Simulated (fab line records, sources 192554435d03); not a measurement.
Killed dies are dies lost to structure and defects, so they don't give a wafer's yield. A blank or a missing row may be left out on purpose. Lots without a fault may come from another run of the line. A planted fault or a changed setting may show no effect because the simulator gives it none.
Split-lot experiment | flow n5_finfet | 7 lots, 21 wafers read, on a route of 1938 steps

THE SPLIT
At N5_BEOL_M15_SPUTTER_44 (material Ta, target thk 15 nm, time 24.19 s), the setting power_w was moved away from the recipe's 15000 W on 9 of the 21 wafers read, by -11.5% to +17.3%. The other wafers ran this setting at the recipe's value.

The reading is taken at the split's own step.

THE READING
Ta_of_BEOL_M15_SPUTTER_44.thk_nm (the simulator's own value, which no gauge read), in nm, at N5_BEOL_M15_SPUTTER_44 (material Ta, target thk 15 nm, time 24.19 s). The file gives no usual value for it. The 12 wafers here that ran the recipe average 15.0 nm, standard deviation 0.22 nm.

wafer  | tool, chamber at the split | power_w as run, W | against the recipe | Ta_of_BEOL_M15_SPUTTER_44.thk_nm, nm | against lot-mates on the recipe
L080.2 | pvd_sputter-02, -          | 17590             | +17.3%             | 17.6                                 | +2.5
L080.3 | pvd_sputter-02, -          | 15000             | recipe             | 15.2                                 | -
L080.6 | pvd_sputter-02, -          | 15000             | recipe             | 15                                   | -
L074.2 | pvd_sputter-02, -          | 15000             | recipe             | 14.6                                 | -
L074.4 | pvd_sputter-02, -          | 15000             | recipe             | 14.8                                 | -
L074.5 | pvd_sputter-02, -          | 15000             | recipe             | 14.8                                 | -
L084.1 | pvd_sputter-01, -          | 16370             | +9.1%              | 16.4                                 | +1.4
L084.2 | pvd_sputter-01, -          | 16370             | +9.1%              | 16.2                                 | +1.2
L084.3 | pvd_sputter-01, -          | 15000             | recipe             | 15                                   | -
L083.2 | pvd_sputter-03, -          | 13480             | -10.1%             | 13.6                                 | -1.8
L083.5 | pvd_sputter-03, -          | 13480             | -10.1%             | 13.6                                 | -1.8
L083.6 | pvd_sputter-03, -          | 15000             | recipe             | 15.4                                 | -
L087.2 | pvd_sputter-01, -          | 13510             | -9.9%              | 13.8                                 | -1.4
L087.4 | pvd_sputter-01, -          | 15000             | recipe             | 15.2                                 | -
L087.5 | pvd_sputter-01, -          | 15000             | recipe             | 15.2                                 | -
L092.2 | pvd_sputter-02, -          | 15000             | recipe             | 15                                   | -
L092.4 | pvd_sputter-02, -          | 15000             | recipe             | 15                                   | -
L092.6 | pvd_sputter-02, -          | 15000             | recipe             | 14.8                                 | -
L094.1 | pvd_sputter-02, -          | 13280             | -11.5%             | 13                                   | no lot-mate on the recipe
L094.4 | pvd_sputter-02, -          | 13280             | -11.5%             | 13                                   | no lot-mate on the recipe
L094.5 | pvd_sputter-02, -          | 13280             | -11.5%             | 13.2                                 | no lot-mate on the recipe

THE FIT
A straight line over all 21 wafers: Ta_of_BEOL_M15_SPUTTER_44.thk_nm changes by +0.151 nm for each +1% of power_w; r = +0.98; the points scatter about the line by 0.21 nm.
The same after taking each lot's own level away (the mean of its wafers on the recipe; 18 wafers): +0.153 nm for each +1%; r = +0.99; scatter 0.12 nm.
On that fit, the largest move of power_w shifts the reading by 2.6 nm.
The lots' own levels span 14.73 to 15.40 nm, that is 3.1 times the standard deviation above.
So the lot-to-lot level changes the slope little: the two slopes agree.
Check: with one of the wafers moved furthest among these (+17.3%) left out of the fit, the line predicts +2.67 nm for it against its lot-mates. It came out at +2.5 nm against them.

OTHER SPLITS ON THESE WAFERS
These wafers also went through other splits before the reading. Each is held against what the fit with the lots' levels taken away leaves over:
other split on the same wafers    | wafers away from the commonest value | r with Ta_of_BEOL_M15_SPUTTER_44.thk_nm (lot level and that fit taken away)
N5_BEOL_M14_TRENCH_ETCH_34 time_s | 8                                    | +0.00

THE FILE'S OWN FIT
Ta_of_BEOL_M15_SPUTTER_44.thk_nm changes by +0.15 nm for each +1% of power_w, r = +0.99.
